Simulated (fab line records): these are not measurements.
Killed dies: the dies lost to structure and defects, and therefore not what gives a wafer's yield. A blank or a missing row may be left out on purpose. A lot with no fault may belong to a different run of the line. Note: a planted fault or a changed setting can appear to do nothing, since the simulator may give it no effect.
Split-lot study | flow n5 finfet | route with 1938 steps; 7 lots, 39 wafers read

THE SPLIT
At N5_BEOL_M5_TRENCH_ETCH_37 (etches SiCOH lowk in C4F6/O2, target depth 71.652 nm, time 24.7 s), the setting target depth a was moved away from the recipe's 716.52 angstrom on 15 of the 39 wafers read, by -57.2% to +59.7%. This setting was run at the recipe's value on the other wafers.

FROM THE SPLIT TO THE READING: what the file shows between them, 8 steps
- N5_BEOL_M5_ETCH_41: etches SiCN in CH3F/O2, target depth 31.5 nm, time 56.7 s
- N5_BEOL_M5_STRIP_91: strips in N2/H2, time 10 s
- N5_BEOL_M5_OCD_MEAS_38
- N5_BEOL_M5_HM_STRIP_39: strips TiN in peroxide tin strip, target depth 25 nm, time 158 s
- N5_BEOL_M5_SRD_40: time 30 s
- N5_BEOL_M5_ECD_50: material Cu, target thk 300 nm
- N5_BEOL_M5_ANNEAL_51: time 90 s
- N5_BEOL_M5_CMP_52: polishes, stops on SiCOH lowk, t overpolish 6.9 s, target thk 62 nm

THE READING
M5_THK, in nm, at N5_BEOL_M5_THK_MEAS_53 (measures by xrf). Typical for fault-free wafers on this fab line: 61.7 nm, with standard deviation 2.3 nm.

wafer  | tool, chamber at the split | target depth a as run, angstrom | against the recipe | M5_THK, nm | against lot-mates on the recipe
L074.1 | rie diel-03, 1             | 716.52                          | recipe             | 64.5       | -
L074.2 | rie diel-03, 0             | 716.52                          | recipe             | 62.5       | -
L074.6 | rie diel-03, 3             | 716.52                          | recipe             | 62.4       | -
L075.1 | rie diel-05, 3             | 486.6                           | -32.1%             | 36.9       | -24.7
L075.2 | rie diel-05, 1             | 716.52                          | recipe             | 60.2       | -
L075.3 | rie diel-05, 0             | 486.6                           | -32.1%             | 39.6       | -22.0
L075.4 | rie diel-05, 2             | 486.6                           | -32.1%             | 35.4       | -26.2
L075.5 | rie diel-05, 0             | 716.52                          | recipe             | 62.8       | -
L075.6 | rie diel-05, 1             | 716.52                          | recipe             | 61.8       | -
L080.1 | rie diel-05, 3             | 847.8                           | +18.3%             | 72.1       | +11.3
L080.2 | rie diel-05, 1             | 716.52                          | recipe             | 61.5       | -
L080.3 | rie diel-05, 2             | 716.52                          | recipe             | 57.3       | -
L080.4 | rie diel-05, 0             | 716.52                          | recipe             | 63.6       | -
L080.5 | rie diel-05, 1             | 847.8                           | +18.3%             | 77.6       | +16.8
L080.6 | rie diel-05, 0             | 847.8                           | +18.3%             | 76.3       | +15.5
L084.1 | rie diel-03, 3             | 467.6                           | -34.7%             | 38.7       | -23.7
L084.2 | rie diel-03, 2             | 467.6                           | -34.7%             | 35.7       | -26.7
L084.3 | rie diel-03, 1             | 716.52                          | recipe             | 63.2       | -
L084.4 | rie diel-03, 0             | 467.6                           | -34.7%             | 37.2       | -25.2
L084.5 | rie diel-03, 3             | 716.52                          | recipe             | 62.1       | -
L084.6 | rie diel-03, 2             | 716.52                          | recipe             | 61.8       | -
L086.1 | rie diel-03, 3             | 1144                            | +59.7%             | 104.1      | +42.4
L086.2 | rie diel-03, 2             | 716.52                          | recipe             | 64.0       | -
L086.3 | rie diel-03, 1             | 716.52                          | recipe             | 62.4       | -
L086.4 | rie diel-03, 0             | 1144                            | +59.7%             | 102.2      | +40.5
L086.5 | rie diel-03, 0             | 716.52                          | recipe             | 58.8       | -
L086.6 | rie diel-03, 1             | 1144                            | +59.7%             | 106.8      | +45.1
L088.1 | rie diel-03, 3             | 716.52                          | recipe             | 63.6       | -
L088.2 | rie diel-03, 2             | 716.52                          | recipe             | 62.5       | -
L088.3 | rie diel-03, 1             | 716.52                          | recipe             | 65.0       | -
L088.4 | rie diel-03, 0             | 716.52                          | recipe             | 61.8       | -
L088.5 | rie diel-03, 2             | 716.52                          | recipe             | 64.3       | -
L088.6 | rie diel-03, 1             | 716.52                          | recipe             | 65.0       | -
L090.1 | rie diel-06, 0             | 716.52                          | recipe             | 59.3       | -
L090.2 | rie diel-06, 3             | 716.52                          | recipe             | 64.5       | -
L090.3 | rie diel-06, 1             | 716.52                          | recipe             | 60.6       | -
L090.4 | rie diel-06, 2             | 306.6                           | -57.2%             | 19.4       | -42.1
L090.5 | rie diel-06, 0             | 306.6                           | -57.2%             | 18.9       | -42.6
L090.6 | rie diel-06, 1             | 306.6                           | -57.2%             | 19.5       | -42.0

THE FIT
A straight line over all 39 wafers: M5_THK changes by +0.73 nm for each +1% of target depth a; r = +1.00; the points scatter about the line by 2 nm.
The same after taking each lot's own level away (the mean of its wafers on the recipe; 39 wafers): +0.731 nm for each +1%; r = +1.00; scatter 1.8 nm.
Per that fit: largest target depth a move, reading shift of 44 nm.
From 60.80 to 63.70 nm: that is the span of the lots' own levels, equal to 1.3 times the standard deviation above.
Hence the lot-to-lot level has little effect on the slope; both slopes agree.
Check: +43.8 nm against its lot-mates is what the line predicts for one of the wafers moved furthest among these (+59.7%) when that wafer is left out of the fit. Against them it came out at +42.4 nm.

THE WHOLE CHAIN: every reading that the file lists as answering this split, in the file's order
step                      | what it does                                                        | reading                                                                          | change (the file's fit)                                                              | r (the file's)
N5_BEOL_M5_TRENCH_ETCH_37 | etches SiCOH lowk in C4F6/O2, target depth 71.652 nm, time 24.7 s   | etch.depth nm (the simulator's own value, which no gauge read)                   | +0.717 nm for each +1% of the setting                                                | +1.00
N5_BEOL_M5_TRENCH_ETCH_37 | etches SiCOH lowk in C4F6/O2, target depth 71.652 nm, time 24.7 s   | BEOL_M5.feature depth nm (the simulator's own value, which no gauge read)        | +0.717 nm for each +1% of the setting                                                | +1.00
N5_BEOL_M5_TRENCH_ETCH_37 | etches SiCOH lowk in C4F6/O2, target depth 71.652 nm, time 24.7 s   | TiN_of_BEOL_M5_HM_DEP_02.thk nm (the simulator's own value, which no gauge read) | -0.0201 nm for each +1% of the setting                                               | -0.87
N5_BEOL_M5_OCD_MEAS_38    |                                                                     | trench depth nm                                                                  | +0.716 nm for each +1% of the setting                                                | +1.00
N5_BEOL_M5_CMP_52         | polishes, stops on SiCOH lowk, t overpolish 6.9 s, target thk 62 nm | Cu_of_BEOL_M5_ECD_50.thk nm (the simulator's own value, which no gauge read)     | +0.732 nm for each +1% of the setting                                                | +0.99
N5_BEOL_M5_THK_MEAS_53    | measures by xrf                                                     | M5_THK                                                                           | +0.731 for each +1% of the setting                                                   | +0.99
N5_BEOL_M5_RS_MEAS_57     | measures by four-point-probe                                        | M5_RS                                                                            | not straight: 1.777 at the lowest setting, 0.384 at the recipe, 0.210 at the highest | not given

THE FILE'S OWN FIT
M5_THK changes by +0.731 nm for each +1% of target depth a, r = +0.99.
